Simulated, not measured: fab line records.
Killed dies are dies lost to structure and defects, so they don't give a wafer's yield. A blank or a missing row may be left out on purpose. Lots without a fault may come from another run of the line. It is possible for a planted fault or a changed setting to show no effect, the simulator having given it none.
Which tool is to blame?	flow n5-finfet	12 lots, 36 wafers sampled, at 4 steps of a route of 1938

WHAT THE GAUGES READ, wafer by wafer
N5_DUMMY_GATE_CD_MEAS_15: target cd 25.8 nm.
lot	measured	on	cd-nm (nm)
L075	day 3 05:25	cd-sem-01	24.65 24.61 24.07
L077	day 3 18:14	cd-sem-03	25.04 24.88 24.87
L079	day 4 05:39	cd-sem-03	25.06 25.39 25.46
L081	day 4 16:29	cd-sem-03	25.04 24.51 24.98
L083	day 5 04:34	cd-sem-02	24.59 24.99 24.78
L085	day 5 16:22	cd-sem-02	24.92 24.72 24.87
L087	day 6 06:17	cd-sem-01	25.15 25.04 24.89
L089	day 6 17:12	cd-sem-02	25.28 24.79 25.12
L091	day 7 08:58	cd-sem-02	25.20 25.03 24.91
L093	day 7 16:53	cd-sem-03	25.05 25.32 25.51
L095	day 8 03:23	cd-sem-01	25.51 25.15 25.16
L097	day 8 21:05	cd-sem-03	24.92 24.79 25.12

WHICH TOOL RAN EACH LOT (tool, then ch and the chambers of the sampled wafers, then the start)
lot	N5_FIN_CUT_CUT_ETCH_26	N5_STI_FIN_REVEAL_ALD_14	N5_STI_FIN_REVEAL_CMP_04
L075	rie-diel-06 ch 0,1,2, day 2 09:39	ald-sin-01 ch 0,1, day 2 10:20	cmp-02 ch 0,2,3, day 2 16:03
L077	rie-diel-03 ch 1,2,3, day 2 21:47	ald-sin-04 ch 0,1,3, day 2 22:42	cmp-03 ch 0,1,3, day 3 04:25
L079	rie-diel-03 ch 1,2,3, day 3 10:29	ald-sin-01 ch 0,2,3, day 3 11:02	cmp-03 ch 1,2,3, day 3 16:41
L081	rie-diel-03 ch 0,1,3, day 3 20:52	ald-sin-01 ch 0,3, day 3 22:02	cmp-02 ch 0,1, day 4 03:20
L083	rie-diel-03 ch 0,1,2, day 4 10:08	ald-sin-04 ch 0,2,3, day 4 10:41	cmp-02 ch 1,2,3, day 4 15:46
L085	rie-diel-04 ch 0,2,3, day 4 21:51	ald-sin-02 ch 0,2,3, day 4 22:50	cmp-01 ch 0,1,3, day 5 03:52
L087	rie-diel-04 ch 0,1,3, day 5 10:56	ald-sin-04 ch 1,2,3, day 5 12:55	cmp-03 ch 1,2,3, day 5 17:59
L089	rie-diel-04 ch 0,1,2, day 5 23:23	ald-sin-04 ch 2,3, day 6 00:05	cmp-02 ch 1,2, day 6 05:08
L091	rie-diel-06 ch 1,2, day 6 14:58	ald-sin-02 ch 2,3, day 6 15:32	cmp-02 ch 2,3, day 6 20:37
L093	rie-diel-04 ch 2,3, day 6 20:56	ald-sin-01 ch 1,2,3, day 6 21:32	cmp-02 ch 0,1,3, day 7 02:37
L095	rie-diel-06 ch 2,3, day 7 09:26	ald-sin-02 ch 1,2, day 7 10:16	cmp-02 ch 0,3, day 7 15:19
L097	rie-diel-04 ch 0,3, day 8 01:53	ald-sin-02 ch 0,1,3, day 8 03:56	cmp-03 ch 0,1, day 8 08:58
- N5_FIN_CUT_CUT_ETCH_26: etches SiNx in CH3F/O2, target depth 39 nm, time 55.7 s.
- N5_STI_FIN_REVEAL_ALD_14: deposits Si3N4, target thk 3 nm.
- N5_STI_FIN_REVEAL_CMP_04: polishes, stops on Si3N4, t overpolish 4 s, target thk 131.83 nm.

THE ANSWER, worked out from the rows above alone
Rule: the lots themselves supply what counts as usual. Put in order of their means at a reading, lots are off if they are a third of the lots or fewer, leave a main group of 4 or more, and stand apart from it by a gap of 3 or more times the standard deviation of the main group's means; of several such gaps the widest counts. The tables above print the reading to a certain number of digits; a main group whose means all agree to those digits is not used. A lot without any number at a reading at which 4 lots or more have one is off too. Where the step has rows for the other lots, those lots are counted as sound.
Nothing can be told from this: no lot is off at any reading shown.

WHAT WAS PUT IN BY THE SIMULATOR
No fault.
